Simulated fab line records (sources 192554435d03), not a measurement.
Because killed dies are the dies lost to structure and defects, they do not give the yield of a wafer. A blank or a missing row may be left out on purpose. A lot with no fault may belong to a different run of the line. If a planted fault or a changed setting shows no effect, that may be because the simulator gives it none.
Split-lot trial	flow n5Finfet	21 wafers read from 7 lots, route of 1938 steps

SPLIT DETAILS
At N5_BEOL_M8_TRENCH_ETCH_37 (etches SiCOH lowk in C4F6/O2, target depth 93.478 nm, time 31.2 s), the setting timeS was moved away from the recipe's 31.2 s on 6 of the 21 wafers read, by -15.7% to +15.2%. The other wafers ran this setting at the recipe's value.

FROM THE SPLIT TO THE READING: what the file shows between them, 11 steps
- N5_BEOL_M8_ETCH_41: etches SiCN in CH3F/O2, target depth 31.9 nm, time 57.8 s
- N5_BEOL_M8_STRIP_80: strips in N2/H2, time 10 s
- N5_BEOL_M8_OCD_MEAS_38
- N5_BEOL_M8_HM_STRIP_39: strips TiN in peroxide tin strip, target depth 25 nm, time 158 s
- N5_BEOL_M8_SRD_40: time 30 s
- N5_BEOL_M8_ECD_50: material Cu, target thk 300 nm
- N5_BEOL_M8_ANNEAL_51: time 90 s
- N5_BEOL_M8_CMP_52: polishes, stops on SiCOH lowk, t overpolish 6.9 s, target thk 80 nm
- N5_BEOL_M8_THK_MEAS_53: measures by xrf
- N5_BEOL_M8_PRE_CLEAN_55: time 15 s
- N5_BEOL_M8_DEP_56: deposits SiCN from 3MS/NH3, target thk 10 nm, time 17.5 s

THE READING
At N5_BEOL_M8_RS_MEAS_57, a four-point-probe measurement gives M8_RS in ohm/sq. Typical for fault-free wafers on this fab line: 0.282 ohm/sq, with standard deviation 0.0079 ohm/sq.

wafer	tool, chamber at the split	timeS as run, s	against the recipe	M8_RS, ohm/sq	against lot-mates on the recipe
L074.1	rieDiel-02, 0	31.2	recipe	0.283	-
L074.4	rieDiel-02, 2	35.94	+15.2%	0.232	-0.051
L074.5	rieDiel-02, 1	35.94	+15.2%	0.241	-0.042
L080.2	rieDiel-02, 0	31.2	recipe	0.283	-
L080.3	rieDiel-02, 1	31.2	recipe	0.287	-
L080.6	rieDiel-02, 0	31.2	recipe	0.285	-
L088.1	rieDiel-02, 1	26.31	-15.7%	0.375	+0.089
L088.3	rieDiel-02, 0	26.31	-15.7%	0.365	+0.079
L088.4	rieDiel-02, 3	31.2	recipe	0.286	-
L089.2	rieDiel-03, 3	34.7	+11.2%	0.246	-0.045
L089.4	rieDiel-03, 1	31.2	recipe	0.291	-
L089.5	rieDiel-03, 1	34.7	+11.2%	0.246	-0.045
L090.1	rieDiel-03, 3	31.2	recipe	0.279	-
L090.4	rieDiel-03, 2	31.2	recipe	0.275	-
L090.6	rieDiel-03, 2	31.2	recipe	0.275	-
L091.1	rieDiel-05, 2	31.2	recipe	0.299	-
L091.2	rieDiel-05, 1	31.2	recipe	0.282	-
L091.4	rieDiel-05, 1	31.2	recipe	0.275	-
L095.2	rieDiel-03, 1	31.2	recipe	0.294	-
L095.4	rieDiel-03, 2	31.2	recipe	0.276	-
L095.5	rieDiel-03, 1	31.2	recipe	0.290	-

FIT RESULTS
A straight line over all 21 wafers: M8_RS changes by -0.00422 ohm/sq for each +1% of timeS; r = -0.96; the points scatter about the line by 0.01 ohm/sq.
The same after taking each lot's own level away (the mean of its wafers on the recipe; 21 wafers): -0.00426 ohm/sq for each +1%; r = -0.96; scatter 0.0091 ohm/sq.
That fit puts the effect of the largest move of timeS on the reading at 0.067 ohm/sq.
Across the lots, their own levels run from 0.2763 to 0.2910 ohm/sq, a range of 1.9 times the standard deviation given above.
So the lot-to-lot level changes the slope little: the two slopes agree.
Check: for one of the wafers moved furthest among these (-15.7%), held out of the fit, the line's prediction against its lot-mates is +0.0631 ohm/sq. It came out at +0.089 ohm/sq against them.

THE WHOLE CHAIN: every reading that the file lists as answering this split, in the file's order
step	what it does	reading	change (the file's fit)	r (the file's)
N5_BEOL_M8_TRENCH_ETCH_37	etches SiCOH lowk in C4F6/O2, target depth 93.478 nm, time 31.2 s	etch.depthNm (the simulator's own value, which no gauge read)	+0.949 nm for each +1% of the setting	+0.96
N5_BEOL_M8_TRENCH_ETCH_37	etches SiCOH lowk in C4F6/O2, target depth 93.478 nm, time 31.2 s	BEOL_M8.featureDepthNm (the simulator's own value, which no gauge read)	+0.956 nm for each +1% of the setting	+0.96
N5_BEOL_M8_OCD_MEAS_38		trenchDepthNm	+0.945 nm for each +1% of the setting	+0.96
N5_BEOL_M8_CMP_52	polishes, stops on SiCOH lowk, t overpolish 6.9 s, target thk 80 nm	Cu_of_BEOL_M8_ECD_50.thkNm (the simulator's own value, which no gauge read)	+0.971 nm for each +1% of the setting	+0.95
N5_BEOL_M8_THK_MEAS_53	measures by xrf	M8_THK	+0.954 for each +1% of the setting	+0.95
N5_BEOL_M8_RS_MEAS_57	measures by four-point-probe	M8_RS	-0.00419 for each +1% of the setting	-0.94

THE FILE'S OWN FIT
M8_RS changes by -0.00419 ohm/sq for each +1% of timeS, r = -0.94.
